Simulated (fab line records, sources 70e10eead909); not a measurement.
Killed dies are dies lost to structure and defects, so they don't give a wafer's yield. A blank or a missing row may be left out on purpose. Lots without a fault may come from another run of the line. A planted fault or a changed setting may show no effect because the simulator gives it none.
Chamber matching | flow nand_harc | NHARC_A_STAIRCASE_ETCHBACK_157 on rie_diel-02: 4 sister chambers
The step etches the open film in CH3F/O2, target depth 90 nm, time 167.14 s. 8 wafers are shown with their chamber, then 8 later ones without.

WAFERS WITH THEIR CHAMBER
wafer  | chamber | drypump_motor_current_A (A) | showerhead_plenum_p_Torr (Torr)
L083.5 | 2       | 5.4                         | 2.36
L088.1 | 0       | 5.8                         | 2.35
L088.2 | 1       | 6.0                         | 2.29
L088.4 | 3       | 5.2                         | 2.40
L091.2 | 0       | 5.8                         | 2.35
L091.4 | 3       | 5.2                         | 2.40
L091.5 | 2       | 5.3                         | 2.36
L094.1 | 1       | 6.0                         | 2.28

WAFERS WITHOUT THEIR CHAMBER
wafer  | drypump_motor_current_A (A) | showerhead_plenum_p_Torr (Torr)
L094.2 | 5.9                         | 2.35
L094.3 | 5.2                         | 2.40
L096.1 | 5.4                         | 2.36
L096.4 | 5.2                         | 2.40
L096.6 | 5.3                         | 2.36
L097.1 | 5.8                         | 2.35
L097.4 | 5.2                         | 2.40
L097.5 | 6.0                         | 2.28

WHICH CHAMBER EACH WENT THROUGH
wafer  | from the rows above | in truth
L094.2 | 0                   | 0
L094.3 | 3                   | 3
L096.1 | 2                   | 2
L096.4 | 3                   | 3
L096.6 | 2                   | 2
L097.1 | 0                   | 0
L097.4 | 3                   | 3
L097.5 | 1                   | 1
Placed correctly: 8 of 8. Can't be placed from these rows: 0. Placed wrongly: 0.
How it was worked out, from the rows above alone: a wafer's distance from a chamber is the root of the sum, over the readings, of the square of ((its reading less the chamber's mean) divided by the reading's scatter). The wafer belongs to the nearest chamber; if the next one is less than 2 further off, it can't be placed. A chamber's mean is the mean of its shown wafers. The scatter: the root of (the sum of the squares of (reading less its chamber's mean) over the shown wafers, divided by (wafers less chambers)).
